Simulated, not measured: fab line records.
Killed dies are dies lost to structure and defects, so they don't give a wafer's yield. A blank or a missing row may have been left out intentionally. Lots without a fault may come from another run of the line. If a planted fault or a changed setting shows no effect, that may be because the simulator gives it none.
2 desks, one fault / flow n5_finfet / each desk has only its own numbers; what lay behind them comes last

AT THE METROLOGY DESK
What the gauges read for every lot (on any tool): the sampled wafers with a number, averaged. A lot is out of limits, marked OUT, if its mean lies more than 4 standard deviations from the usual mean; the brackets give that distance. Shown here are 7 of its 10 readings, the ones lying furthest out on some lot.
Columns: A = DIBL_P at N5_BEOL_M4_RC_MEAS_101, usual 37 mV/V; B = IOFF_P at N5_BEOL_M4_RC_MEAS_101, usual 0.21 nA/um; C = ION_N at N5_BEOL_M4_RC_MEAS_101, usual 674 uA/um; D = ION_P at N5_BEOL_M4_RC_MEAS_101, usual 459 uA/um; E = SS_N at N5_BEOL_M4_RC_MEAS_101, usual 72.1 mV/dec; F = SS_P at N5_BEOL_M4_RC_MEAS_101, usual 73.4 mV/dec; G = VT_N at N5_BEOL_M4_RC_MEAS_101, usual 250 mV
lot=L534; first seen here=day 8 11:45; A=41; B=0.26; C=675; D=464; E=72.2; F=74.2; G=246
lot=L535; first seen here=day 8 14:59; A=37; B=0.23; C=668; D=459; E=72.1; F=73.1; G=251
lot=L539; first seen here=day 9 13:41; A=36; B=0.17; C=656; D=444; E=72.2; F=72.9; G=252
lot=L537; first seen here=day 9 13:48; A=38; B=0.24; C=678; D=461; E=72.2; F=73.4; G=247
lot=L550; first seen here=day 12 10:06; A=35; B=0.18; C=661; D=455; E=71.4; F=72.9; G=253
lot=L549; first seen here=day 12 13:16; A=38; B=0.24; C=671; D=456; E=72.3; F=73.4; G=250
lot=L554; first seen here=day 13 00:14; A=38; B=0.22; C=672; D=457; E=72.9; F=74.3; G=248
lot=L555; first seen here=day 13 21:18; A=36; B=0.18; C=684; D=459; E=71.8; F=73.2; G=248
lot=L557; first seen here=day 14 00:27; A=37; B=0.19; C=668; D=455; E=71.5; F=73.4; G=252
This desk's verdict: no lot among the 9 shows anything out of limits.

DESK OF THE TOOL OWNER: ald_sin-03
The tool's own readings at N5_FIN_SAQP_SPACER2_ALD_28 (deposits SiO2, target thk 8.1 nm, pulse time 1 s, purge time 2 s): means of the sampled wafers that have a number, for each lot that ran on this tool. A lot is out of limits, marked OUT, if its mean lies more than 4 standard deviations from the usual mean; the brackets give that distance.
Columns: A = heater_power_w at N5_FIN_SAQP_SPACER2_ALD_28, usual 476 W; B = precursor_pulse_height_rel at N5_FIN_SAQP_SPACER2_ALD_28, usual 1.000; C = susceptor_temp_C at N5_FIN_SAQP_SPACER2_ALD_28, usual 300.01 C
lot=L534; first seen here=day 2 03:16; A=488; B=0.992; C=299.91
lot=L535; first seen here=day 2 08:16; A=459; B=0.979; C=300.15
lot=L549; first seen here=day 5 18:43; A=478; B=0.998; C=318.65 (+93) OUT
lot=L550; first seen here=day 6 01:13; A=597; B=1.003; C=318.65 (+93) OUT
This desk's finding: out of limits on L549, L550; first on L549, day 5 18:43 (susceptor_temp_C at N5_FIN_SAQP_SPACER2_ALD_28). L534, L535: within limits.

BROUGHT TOGETHER
The tool owner's desk had the chance to raise an alarm at day 5 18:43 on L549, L550.
At the metrology desk, nothing out of limits was observed.
The metrology desk holds a record of L549, L550, inside its limits.
All the named lots went through N5_FIN_SAQP_SPACER2_ALD_28 on ald_sin-03.

WHAT THE SIMULATOR HAD PUT IN
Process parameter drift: ald_sin-03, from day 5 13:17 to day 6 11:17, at N5_FIN_SAQP_SPACER2_ALD_28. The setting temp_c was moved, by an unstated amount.
Shown lots that were struck: L549, L550.
Delay in hours, fault start to first out-of-limits reading, by desk: the tool owner's desk at 5.
